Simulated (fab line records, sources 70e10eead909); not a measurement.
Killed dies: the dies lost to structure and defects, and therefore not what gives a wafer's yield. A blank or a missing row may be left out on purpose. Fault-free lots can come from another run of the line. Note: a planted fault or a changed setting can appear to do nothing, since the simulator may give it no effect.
Struck lot and sound lot, side by side + flow nand harc + 17 steps out of a route of 1302
Sound: wafers L186.2, L186.4, L186.5. Struck: wafers L192.3, L192.4 (left out: L192.2, a lot-mate that was not struck); the cause follows at the end.
Each step with rows lists, per side, the tool, then ch with its chambers, then its first start. Under that, the readings that differ: sound wafers + struck wafers + difference of the means + sigmas: that difference in standard deviations of wafers without a fault.
alike: readings whose means differ by less than 2 such deviations, and words and numbers that are the same on both sides. not compared: withheld readings, readings that some wafer has no value for, bounds like >300 that may hide the same value, and numbers for which the record gives no deviation and whose values overlap.
A row with sigmas, a row that says differs or no value, or rows on one side alone: a step with any of these is where the two part. Numbers that don't overlap but have no deviation are shown without sigmas and don't part them. A reading missing from all wafers of one side parts the sides only when that side holds two or more wafers.

NHARC_A_SGD_CUT_CD_MEAS_09: target cd 100 nm.
  sound on cd sem-03 ch 0, day 21 16:27; struck on cd sem-02 ch 0, day 23 19:11
  alike: cd nm
NHARC_A_SGD_CUT_OVL_MEAS_10:
  sound on overlay-01, day 21 16:32; struck on overlay-02, day 23 19:16
  alike: overlay x nm, overlay y nm
NHARC_A_SGD_CUT_INSPECT_11:
  sound on defect inspect-02, day 21 16:34; struck on defect inspect-02, day 23 19:18
  alike: raw defect count
NHARC_A_SGD_CUT_DESCUM_14: chemistry O2, time 3 s.
  sound on rie diel-09 ch 1,3, day 21 16:38; struck on rie diel-09 ch 0,3, day 23 19:22
  alike: drypump motor current A, oes product au, rf vpp V, showerhead plenum p Torr, throttle valve pct
  not compared: rf hours counter h
NHARC_A_SGD_CUT_ETCH_58: etches the open film in CF4, target depth 39 nm, time 65 s.
  sound on rie diel-09 ch 1,3, day 21 16:43; struck on rie diel-09 ch 0,2, day 23 19:27
| reading                         | sound          | struck    | difference | sigmas |
|---------------------------------|----------------|-----------|------------|--------|
| showerhead plenum p Torr (Torr) | 1.83 1.82 1.82 | 1.65 1.68 | -0.16      | -2     |
  alike: bias w, cf4 flow sccm, drypump motor current A, oes product au, rf vpp V, throttle valve pct
  not compared: rf hours counter h
then, 1 step without rows for these wafers: NHARC_A_SGD_CUT_ETCH_59 (etches the open film in N2/H2, target depth 260 nm, time 406.25 s).
NHARC_A_SGD_CUT_ETCH_15: etches the open film in CH3F/O2, target depth 75 nm, time 64.3 s.
  sound on rie diel-09 ch 1,3; struck on rie diel-09 ch 2,3
  alike: bias w, drypump motor current A, oes product au, rf vpp V, showerhead plenum p Torr, throttle valve pct
  not compared: rf hours counter h
then, 2 steps without rows for these wafers: NHARC_A_SGD_CUT_ETCH_16 (etches the open film in C4F8/O2/Ar, target depth 310.5 nm, time 155.2 s); NHARC_A_SGD_CUT_STRIP_60 (strips in C4F8/O2/Ar).
NHARC_A_SGD_CUT_STRIP_17: strips in O2.
  sound on rie diel-10 ch 0,3, day 21 17:26; struck on rie diel-09 ch 1,3
  alike: drypump motor current A, oes product au, rf vpp V, showerhead plenum p Torr, throttle valve pct
  not compared: rf hours counter h
then, 2 steps without rows for these wafers: NHARC_A_SGD_CUT_PRECLEAN_18 (cleans in SC1); NHARC_A_SGD_CUT_SRD_19.
NHARC_A_SGD_CUT_DEP_20: deposits SiO2, target thk 150 nm.
  sound on fcvd-02 ch 0, day 21 17:47; struck on fcvd-02 ch 0,1, day 23 20:28
then, 1 step without rows for these wafers: NHARC_A_SGD_CUT_ANNEAL_27 (time 1800 s).
NHARC_A_SGD_CUT_CMP_21: polishes, target thk 148.19 nm.
  sound on cmp-04 ch 0,2,3, day 21 22:38; struck on cmp-02 ch 0,2, day 24 02:56
| reading                | sound    | struck | difference | sigmas |
|------------------------|----------|--------|------------|--------|
| time to endpoint s (s) | 54 49 54 | 36 44  | -12        | -3     |
  alike: motor current A
NHARC_A_SGD_CUT_THK_MEAS_22: measures by ellipsometry.
  sound on film metro-02, day 21 22:50; struck on film metro-01, day 24 03:11
| reading     | sound             | struck      | difference | sigmas |
|-------------|-------------------|-------------|------------|--------|
| thk nm (nm) | 149.3 147.2 148.3 | 119.2 119.3 | -29.0      | -16    |
following that, these wafers have no rows for 1 step: NHARC_A_SGD_CUT_SRD_23.

== WHERE THEY PART ==
Earliest at NHARC_A_SGD_CUT_ETCH_58; latest, in this record, at NHARC_A_SGD_CUT_THK_MEAS_22.

WHY: what the simulator had put in
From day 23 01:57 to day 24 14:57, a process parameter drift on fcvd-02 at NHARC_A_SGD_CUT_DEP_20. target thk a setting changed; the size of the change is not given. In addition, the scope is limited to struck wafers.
